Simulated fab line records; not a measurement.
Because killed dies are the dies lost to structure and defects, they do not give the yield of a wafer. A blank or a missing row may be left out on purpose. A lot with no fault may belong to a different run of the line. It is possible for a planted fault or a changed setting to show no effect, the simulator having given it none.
Comparing a struck lot with a sound one :: flow nand-harc :: 18 steps out of a route of 1159
Sound: these wafers, L401.1, L401.3, L401.6. The struck wafers were L408.3, L408.4, L408.6. At the end, the cause is stated.
Order at every step that has rows: each side's tool, ch and its chambers, its first start. Under that, the readings that differ: sound wafers :: struck wafers :: difference of the means :: sigmas: that difference in standard deviations of wafers without a fault.
alike: same words and numbers on both sides, and readings whose means sit less than 2 such deviations apart. not compared: any withheld reading, any reading some wafer has no value for, any bound like >300 that may hide the same value, and any number with overlapping values for which the record gives no deviation.
Wherever a step has rows on one side only, a row that says differs or no value, or a row with sigmas, the two part there. Numbers that don't overlap but have no deviation are shown without sigmas and don't part them. A reading that every wafer of one side lacks parts them only if that side has two wafers or more.

first, 2 steps without rows for these wafers: NHARC_P_STI_SRD_39; NHARC_P_STI_OXIDE_40 (material SiO2, target thk 10 nm, ox time 1362 s).
NHARC_P_STI_INSPECT_25:
  sound on defect-inspect-02, day 4 13:26; struck on defect-inspect-02, day 5 23:37
  alike: raw-defect-count
then, 9 steps without rows for these wafers: NHARC_P_GATE_ETCH_69 (etches SiO2 in dHF, target depth 14 nm); NHARC_P_GATE_PRECLEAN_70 (cleans in SC1); NHARC_P_GATE_SRD_01; NHARC_P_GATE_OXIDE_02 (material SiO2, target thk 37.5 nm, ox time 365 s); NHARC_P_GATE_DEHYDRATE_03 (time 120 s); NHARC_P_GATE_HMDS_04 (time 30 s); NHARC_P_GATE_COAT_05; NHARC_P_GATE_SOFTBAKE_06 (time 95 s); NHARC_P_GATE_EBR_07.
NHARC_P_GATE_EXPOSE_08: exposes mask P HV.
  sound on krf-scanner-04 ch 0, day 4 21:20; struck on krf-scanner-02 ch 0, day 6 08:30
reading: mask
sound: P_HV#0 P_HV#0 P_HV#0
struck: P_PSD#0 P_PSD#0 P_PSD#0
difference: differs
sigmas: 
then, 2 steps without rows for these wafers: NHARC_P_GATE_PEB_09 (peb time 85 s); NHARC_P_GATE_DEVELOP_10 (time 70 s).
NHARC_P_GATE_CD_MEAS_11: the cd target is 1640 nm.
  sound on cd-sem-02 ch 0, day 4 21:29; struck on cd-sem-03 ch 0, day 6 08:39
reading: cd-nm (nm)
sound: 1639.9 1640.3 1642.5
struck: - - -
difference: no value on the struck wafers
sigmas: 
then, 1 step without rows for these wafers: NHARC_P_GATE_HARDBAKE_12 (time 80 s).
-- jump in the record: it breaks off in module P_GATE and resumes in module END (first step shown: number 1159 of the route), and 16 days separate the struck wafers' starts before and after --
NHARC_END_SORT_01:
  the record has rows for the struck wafers here (prober-01 ch 0, day 22 04:24) and none for the sound ones

## WHERE THEY PART
At NHARC_P_GATE_EXPOSE_08 first; at NHARC_END_SORT_01 last (within this record only).

WHY: what the simulator had put in
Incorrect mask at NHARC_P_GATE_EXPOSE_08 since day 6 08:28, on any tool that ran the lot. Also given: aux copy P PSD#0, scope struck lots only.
